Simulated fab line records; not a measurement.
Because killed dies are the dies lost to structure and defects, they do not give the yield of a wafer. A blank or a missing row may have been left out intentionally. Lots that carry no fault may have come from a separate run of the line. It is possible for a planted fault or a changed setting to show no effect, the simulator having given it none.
What tool caused it?	flow nand harc	66 wafers from 22 lots sampled at 4 of the route's 1159 steps

WHAT THE GAUGES READ, wafer by wafer
NHARC_P_M1_OVL_MEAS_10: pitch 260 nm. Usual: overlay x nm -0.1 nm, standard deviation 0.91; overlay y nm 0.0 nm, standard deviation 0.65.
lot	measured	on	overlay x nm (nm)	overlay y nm (nm)	flag
L075	day 6 12:15	overlay-02	-0.2 -1.0 -0.8	0.6 0.3 0.2	
L076	day 6 17:35	overlay-01	0.3 0.2 0.5	-0.7 -0.6 0.1	
L077	day 6 18:19	overlay-01	-1.2 -1.3 -1.3	-0.2 -0.2 0.0	
L079	day 7 01:54	overlay-02	-0.2 -0.2 -0.8	0.8 0.2 0.4	
L078	day 7 06:48	overlay-02	1.1 1.0 0.6	0.6 0.3 0.2	
L081	day 7 17:22	overlay-02	-0.5 -0.4 0.2	1.5 1.7 0.7	
L082	day 7 17:31	overlay-02	0.5 0.5 0.6	-0.2 -0.2 0.3	
L080	day 7 18:10	overlay-01	0.3 -0.3 0.0	0.8 0.5 -0.2	
L083	day 8 04:59	overlay-02	0.3 0.3 0.4	0.4 -0.4 0.0	
L084	day 8 06:27	overlay-02	0.7 1.1 0.1	-1.4 -1.1 -0.6	
L086	day 9 05:25	overlay-01	-0.5 -0.4 -0.2	1.0 0.4 0.5	
L085	day 9 06:41	overlay-01	-1.1 -1.8 -1.6	-0.5 -0.8 -0.8	
L087	day 9 08:43	overlay-01	-0.7 -0.9 -0.8	0.1 0.1 0.8	
L089	day 10 01:09	overlay-01	-1.3 -0.9 -1.1	-0.4 -0.7 -0.1	
L090	day 10 08:13	overlay-02	1.9 1.8 2.3	0.7 0.9 0.6	
L091	day 10 09:17	overlay-01	-0.6 -0.3 -0.7	-1.1 -1.1 -1.0	
L093	day 10 10:55	overlay-02	-1.2 -0.5 -1.4	-0.1 -0.1 -0.3	
L092	day 10 11:50	overlay-01	-1.7 -2.1 -1.3	-0.8 -0.5 -0.7	
L095	day 11 07:29	overlay-01	0.3 0.9 0.9	0.3 0.1 0.2	
L094	day 11 07:55	overlay-01	-0.1 -0.1 0.1	-0.7 -1.0 -1.0	
L096	day 11 15:05	overlay-02	0.2 -0.1 0.3	-1.0 -1.1 -1.0	
L097	day 11 18:40	overlay-02	-0.5 -0.6 -0.3	-0.3 0.5 0.0	

WHICH TOOL RAN EACH LOT (tool, then ch and the chambers of the sampled wafers, then the start)
lot	NHARC_P_CONTACT_ETCH_35	NHARC_P_CONTACT_DEGAS_38	NHARC_P_CONTACT_PVD_32
L075	rie diel-12 ch 1,2,3, day 5 19:31	pvd sputter-02, day 5 21:05	pvd sputter-02, day 6 12:15 or earlier
L076	rie diel-11 ch 0,1,3, day 6 08:11	pvd sputter-02, day 6 09:41	pvd sputter-02, day 6 17:35 or earlier
L077	rie diel-11 ch 0,3, day 6 09:28	pvd sputter-02, day 6 10:57	pvd sputter-02, day 6 18:19 or earlier
L079	rie diel-11 ch 0,1,2, day 6 14:36	pvd sputter-03, day 6 16:08	pvd sputter-03, day 7 01:54 or earlier
L078	rie diel-01 ch 0,2, day 6 15:26	pvd sputter-02, day 6 16:56	pvd sputter-02, day 7 06:48 or earlier
L081	rie diel-11 ch 0,1,3, day 7 08:40	pvd sputter-03, day 7 10:13	pvd sputter-03, day 7 17:22 or earlier
L082	rie diel-01 ch 0,1,2, day 7 08:55	pvd sputter-01, day 7 10:31	pvd sputter-01, day 7 17:31 or earlier
L080	rie diel-11 ch 0,1,2, day 7 09:38	pvd sputter-03, day 7 11:08	pvd sputter-03, day 7 18:10 or earlier
L083	rie diel-01 ch 1,2,3, day 7 19:37	pvd sputter-03, day 7 21:08	pvd sputter-03, day 8 04:59 or earlier
L084	rie diel-01 ch 1,2, day 7 20:52	pvd sputter-02, day 7 22:25	pvd sputter-02, day 8 06:27 or earlier
L086	rie diel-11 ch 0,1,3, day 8 20:52	pvd sputter-02, day 8 22:23	pvd sputter-02, day 9 05:25 or earlier
L085	rie diel-01 ch 1,2, day 8 21:45	pvd sputter-01, day 8 23:33	pvd sputter-01, day 9 06:41 or earlier
L087	rie diel-12 ch 0,1, day 8 22:48	pvd sputter-02, day 9 01:14	pvd sputter-02, day 9 08:43 or earlier
L089	rie diel-11 ch 1,2, day 9 08:41	pvd sputter-01, day 9 10:12	pvd sputter-01, day 10 01:09 or earlier
L090	rie diel-01 ch 0,1, day 9 16:35	pvd sputter-03, day 9 18:05	pvd sputter-03, day 10 08:13 or earlier
L091	rie diel-11 ch 0,1,3, day 9 21:56	pvd sputter-03, day 9 23:29	pvd sputter-03, day 10 09:17 or earlier
L093	rie diel-11 ch 1,2, day 10 02:52	pvd sputter-03, day 10 04:23	pvd sputter-03, day 10 10:55 or earlier
L092	rie diel-11 ch 1,3, day 10 03:53	pvd sputter-03, day 10 05:24	pvd sputter-03, day 10 11:50 or earlier
L095	rie diel-01 ch 0,2,3, day 10 20:19	pvd sputter-01, day 10 21:49	pvd sputter-01, day 11 07:29 or earlier
L094	rie diel-11 ch 0,2,3, day 10 20:53	pvd sputter-02, day 10 22:34	pvd sputter-02, day 11 07:55 or earlier
L096	rie diel-11 ch 0,1,2, day 11 03:29	pvd sputter-03, day 11 04:59	pvd sputter-03, day 11 15:05 or earlier
L097	rie diel-01 ch 0,1, day 11 04:02	pvd sputter-03, day 11 05:55	pvd sputter-03, day 11 18:40 or earlier
- NHARC_P_CONTACT_ETCH_35: etches the open film in CF4, target depth 39 nm, time 65 s.
- NHARC_P_CONTACT_DEGAS_38: time 60 s.
- NHARC_P_CONTACT_PVD_32: deposits Ti, target thk 5 nm, time 17.7 s.

AS READ BY THE TOOLS THEMSELVES (means over the sampled wafers that have a number; for cases with no such wafer, the mark the record gives instead)
NHARC_P_CONTACT_ETCH_35. Usual: chamber pressure mTorr 50.01 mTorr, standard deviation 0.044; drypump motor current A 5.6 A, standard deviation 0.5; oes product au 1.000 a.u., standard deviation 0.0092; rf vpp V 151.4 V, standard deviation 1.1; showerhead plenum p Torr 1.77 Torr, standard deviation 0.065; throttle valve pct 13.283 %, standard deviation 0.0094.
lot	tool	chamber pressure mTorr (mTorr)	drypump motor current A (A)	oes product au (a.u.)	rf vpp V (V)	showerhead plenum p Torr (Torr)	throttle valve pct (%)	flag
L075	rie diel-12	49.95	5.6	1.005	151.7	1.84	13.285	
L076	rie diel-11	50.00	5.9	0.997	151.8	1.75	13.287	
L077	rie diel-11	49.98	6.3	0.996	151.2	1.69	13.289	
L079	rie diel-11	50.05	5.8	1.000	150.8	1.77	13.281	
L078	rie diel-01	50.04	5.5	0.992	151.5	1.79	13.280	
L081	rie diel-11	49.98	5.9	0.995	151.4	1.75	13.284	
L082	rie diel-01	50.02	5.3	0.997	151.0	1.76	13.280	
L080	rie diel-11	50.00	5.8	1.003	152.2	1.77	13.275	
L083	rie diel-01	50.01	5.3	0.999	151.4	1.77	13.286	
L084	rie diel-01	50.03	5.4	0.993	151.4	1.77	13.283	
L086	rie diel-11	50.03	5.9	0.998	151.6	1.74	13.284	
L085	rie diel-01	50.03	5.4	1.011	151.9	1.77	13.285	
L087	rie diel-12	49.98	5.8	1.002	151.0	1.73	13.283	
L089	rie diel-11	50.01	5.3	0.993	152.7	1.82	13.283	
L090	rie diel-01	50.03	5.3	1.003	151.2	1.76	13.292	
L091	rie diel-11	50.01	5.9	0.998	151.2	1.74	13.290	
L093	rie diel-11	49.96	5.3	1.000	151.6	1.82	13.282	
L092	rie diel-11	50.02	5.4	0.997	151.5	1.80	13.284	
L095	rie diel-01	50.03	5.4	1.000	152.2	1.80	13.292	
L094	rie diel-11	50.04	6.2	1.013	150.2	1.71	13.281	
L096	rie diel-11	50.02	5.7	0.999	151.1	1.77	13.273	
L097	rie diel-01	50.00	5.2	1.001	151.2	1.73	13.277	

NHARC_P_CONTACT_DEGAS_38. Usual: heater power w reads 478 W (standard deviation 44).
lot	tool	heater power w (W)	flag
L075	pvd sputter-02	489	
L076	pvd sputter-02	495	
L077	pvd sputter-02	528	
L079	pvd sputter-03	470	
L078	pvd sputter-02	443	
L081	pvd sputter-03	470	
L082	pvd sputter-01	432	
L080	pvd sputter-03	501	
L083	pvd sputter-03	454	
L084	pvd sputter-02	457	
L086	pvd sputter-02	451	
L085	pvd sputter-01	473	
L087	pvd sputter-02	452	
L089	pvd sputter-01	517	
L090	pvd sputter-03	472	
L091	pvd sputter-03	497	
L093	pvd sputter-03	478	
L092	pvd sputter-03	466	
L095	pvd sputter-01	476	
L094	pvd sputter-02	462	
L096	pvd sputter-03	496	
L097	pvd sputter-03	481	

NHARC_P_CONTACT_PVD_32. Usual: cathode dc power W 4999.9 W, standard deviation 0.98; chamber pressure pa 5.001 Pa, standard deviation 0.01; throttle valve pct 30.3 %, standard deviation 0.95.
lot	tool	cathode dc power W (W)	chamber pressure pa (Pa)	throttle valve pct (%)	flag
L075	pvd sputter-02	5000.4	5.003	30.8	
L076	pvd sputter-02	5000.1	5.001	30.5	
L077	pvd sputter-02	4999.6	5.000	30.3	
L079	pvd sputter-03	5000.0	4.997	29.3	
L078	pvd sputter-02	5000.1	4.991	30.7	
L081	pvd sputter-03	4999.4	5.000	30.1	
L082	pvd sputter-01	5000.2	4.997	29.3	
L080	pvd sputter-03	5000.0	5.005	29.8	
L083	pvd sputter-03	4999.9	5.001	29.8	
L084	pvd sputter-02	4999.0	5.001	30.9	
L086	pvd sputter-02	5000.4	5.007	31.4	
L085	pvd sputter-01	4999.8	4.999	30.8	
L087	pvd sputter-02	4999.3	5.011	30.2	
L089	pvd sputter-01	5000.6	4.996	31.0	
L090	pvd sputter-03	5000.2	5.001	29.5	
L091	pvd sputter-03	5000.3	5.008	29.9	
L093	pvd sputter-03	5000.8	4.999	29.5	
L092	pvd sputter-03	5000.3	5.003	30.1	
L095	pvd sputter-01	4999.5	4.997	29.7	
L094	pvd sputter-02	4999.9	5.000	31.0	
L096	pvd sputter-03	5000.3	4.994	29.5	
L097	pvd sputter-03	4999.9	5.003	29.4	

THE ANSWER, worked out from the rows above alone
Rule: lot off if the mean of its wafers having a number is beyond 3 standard deviations from the usual mean. A lot without any number at a reading at which 4 lots or more have one is off too. All remaining lots with rows at the step are treated as sound. First the gauges in route order, then the tools' own readings, where a lot's mean is used as printed above. The first step at which some lot is off is used, and at that step the reading that is off furthest; a lot without a number counts as furthest.
No lot is off at any reading shown: from this, nothing can be told.

WHAT WAS PUT IN BY THE SIMULATOR
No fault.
